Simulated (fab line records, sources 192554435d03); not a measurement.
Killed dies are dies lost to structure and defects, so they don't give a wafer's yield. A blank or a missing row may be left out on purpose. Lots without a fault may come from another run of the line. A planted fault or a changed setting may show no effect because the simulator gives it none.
Chamber matching | flow n5_finfet | N5_SPACER0_ALD_07 on ald_sin-04: 4 sister chambers
The step deposits SiNx, target thk 2 nm. 4 wafers are shown with their chamber, then 7 later ones without.

WAFERS WITH THEIR CHAMBER
wafer  | chamber | heater_power_w (W)
L806.3 | 1       | 941
L806.4 | 3       | 676
L807.1 | 0       | 814
L807.5 | 2       | 879

WAFERS WITHOUT THEIR CHAMBER
wafer  | heater_power_w (W)
L807.6 | 707
L811.1 | 929
L811.5 | 860
L811.6 | 939
L819.2 | 937
L819.3 | 684
L819.4 | 827

WHICH CHAMBER EACH WENT THROUGH
wafer  | from the rows above     | in truth
L807.6 | 3                       | 3
L811.1 | 1                       | 1
L811.5 | can't be placed: 2 or 0 | 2
L811.6 | 1                       | 1
L819.2 | 1                       | 1
L819.3 | 3                       | 3
L819.4 | 0                       | 0
Placed correctly: 6 of 7. Can't be placed from these rows: 1 (the true chamber is among the candidates in 1). Placed wrongly: 0.
How it was worked out, from the rows above alone: a wafer's distance from a chamber is the root of the sum, over the readings, of the square of ((its reading less the chamber's mean) divided by the reading's scatter). The wafer belongs to the nearest chamber; if the next one is less than 2 further off, it can't be placed. A chamber's mean is the mean of its shown wafers. The scatter: with one shown wafer a chamber, the root of the mean of the squares of how far each hidden wafer lies from its nearest shown one.
